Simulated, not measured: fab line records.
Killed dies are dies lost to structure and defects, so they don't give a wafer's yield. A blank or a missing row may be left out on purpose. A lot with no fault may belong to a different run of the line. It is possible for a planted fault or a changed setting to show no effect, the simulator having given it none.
Problem report in the 8D (eight disciplines) form, filled by code | flow nand harc | the parts of the form that need people (team, actions taken, sign-off) are left out

1. WHAT WENT WRONG
Mean of killed at array at NHARC_END_SORT_01: 292 across 2 wafers in 2 lots; on wafers with no fault it is 25 (standard deviation 9.2). That is +29 standard deviations from the usual mean.
First seen on wafer L317.5, day 22 11:29, on prober-01. The record has a number at this step for 6 wafers belonging to 2 lots. Rule for "out", or "out of limits": more than 4 standard deviations from the usual mean. All remaining wafers that have a number are taken as sound.

2. WHAT IT IS; WHAT IT IS NOT
question                    | is                           | is not
which readings at this step | killed at array, killed dies | killed at other, killed at periphery, killed open, killed short
which lots                  | L317, L318                   | -
which wafers of those lots  | L317.5, L318.2               | L317.4, L317.6, L318.1, L318.4
read on which gauges        | prober-01, prober-02         | -
when                        | from day 22 11:29            | up to then (1 sound wafer); but 3 sound wafers of L317, L318 came after

3. SUSPECTS, AND WHAT RULES EACH OUT
Counting: if a tool at a process step up to the reading ran every lot that is out, it stays a suspect. Sound lots after the first of them don't rule it out here, since some wafers of a struck lot are sound.
- ruled out: the gauge at NHARC_END_SORT_01. The wafers that are out were read on 2 gauges (prober-01, prober-02).
- rie diel-03 at NHARC_A_CONTACT_ETCH_49 (etches the open film in N2/H2, target depth 260 nm, time 475.3 s): kept. It ran every lot that is out, first L317 (day 19 12:07). Out on those wafers are its own readings of run length s.
- Within rie diel-03 at NHARC_A_CONTACT_ETCH_49: the wafers that are out ran in chamber 0; their sound lot-mates ran in chambers 2, 3.
The count leaves rie diel-03 at NHARC_A_CONTACT_ETCH_49.

4. THE CAUSE (what the simulator had put in)
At NHARC_A_CONTACT_ETCH_49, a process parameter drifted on rie diel-03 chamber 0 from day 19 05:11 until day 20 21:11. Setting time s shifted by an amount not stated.
Counting left only this tool.

5. THE EFFECT CHAIN, in route order
One row per reading whose mean, taken over the struck wafers that have a number, lies over 3 standard deviations from the usual. Scope: only readings with a usual standard deviation given in the record; hours: median across lots of the time from each lot's start at the first step in this table that gives one to its start at this step; sigmas: change in usual standard deviations.
hours | step                    | reading         | usual   | on struck wafers | change | sigmas
0     | NHARC_A_CONTACT_ETCH_49 | run length s    | 496.6 s | 373.3            | -123.3 | -99 or more
78    | NHARC_END_SORT_01       | killed at array | 25      | 292              | +267   | +29
78    | NHARC_END_SORT_01       | killed dies     | 29      | 294              | +265   | +28
Here are the process steps it includes:
- NHARC_A_CONTACT_ETCH_49: etches the open film in N2/H2, target depth 260 nm, time 475.3 s.
Readings that are blank on the struck wafers while sound wafers have them: rf fwd power W at NHARC_A_CONTACT_ETCH_49.

6. WHAT WOULD HAVE CAUGHT IT SOONER
In this record the first reading out of limits at a measuring or inspecting step was taken at day 22 11:29, 78 hours after the fault began at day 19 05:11.
At NHARC_A_CONTACT_ETCH_49, the tool's own readings (run length s) were out on each struck wafer the step has a row for, so an alarm limit on them would have fired on the first such wafer.
All the lots that are out (2) had begun NHARC_A_CONTACT_ETCH_49 on rie diel-03 by day 22 11:29. A hold on the tool at that time would have spared none of them.
